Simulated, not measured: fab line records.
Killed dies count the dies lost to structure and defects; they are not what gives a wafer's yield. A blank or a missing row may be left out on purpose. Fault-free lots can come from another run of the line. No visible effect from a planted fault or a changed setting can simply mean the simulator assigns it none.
Chamber matching | flow n5 finfet | 3 sister chambers for N5_BEOL_M11_PECVD_70 on pecvd-01
The step deposits SiO2 from TEOS/O2, target thk 20 nm, time 22.7 s. 3 wafers are shown with their chamber, then 11 later ones without.

WAFERS, EACH WITH ITS CHAMBER
wafer  | chamber | showerhead plenum p Torr (Torr)
L090.1 | 2       | 8.63
L090.2 | 1       | 8.92
L091.1 | 0       | 8.61

WAFERS WITHOUT THEIR CHAMBER
wafer  | showerhead plenum p Torr (Torr)
L091.2 | 8.91
L091.3 | 8.62
L095.2 | 8.63
L095.3 | 8.64
L095.5 | 8.61
L096.2 | 8.92
L096.5 | 8.91
L096.6 | 8.62
L097.4 | 8.61
L097.5 | 8.61
L097.6 | 8.95

EACH ONE'S CHAMBER
wafer  | from the rows above     | in truth
L091.2 | 1                       | 1
L091.3 | can't be placed: 0 or 2 | 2
L095.2 | can't be placed: 2 or 0 | 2
L095.3 | can't be placed: 2 or 0 | 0
L095.5 | can't be placed: 0 or 2 | 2
L096.2 | 1                       | 1
L096.5 | 1                       | 1
L096.6 | can't be placed: 0 or 2 | 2
L097.4 | can't be placed: 0 or 2 | 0
L097.5 | can't be placed: 0 or 2 | 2
L097.6 | 1                       | 1
Placed correctly: 4 of 11. These rows do not allow placing 7 (true chamber among the candidates in 7). 0 placed wrongly.
How it was worked out, from the rows above alone: a wafer's distance from a chamber is the root of the sum, over the readings, of the square of ((its reading less the chamber's mean) divided by the reading's scatter). If the next closest chamber is less than 2 further off than the closest, the wafer can't be placed; otherwise it belongs to the closest. Each chamber's mean is taken over the wafers shown for it. The scatter: root of mean squared gap, hidden wafer to nearest shown wafer, with one shown wafer a chamber.
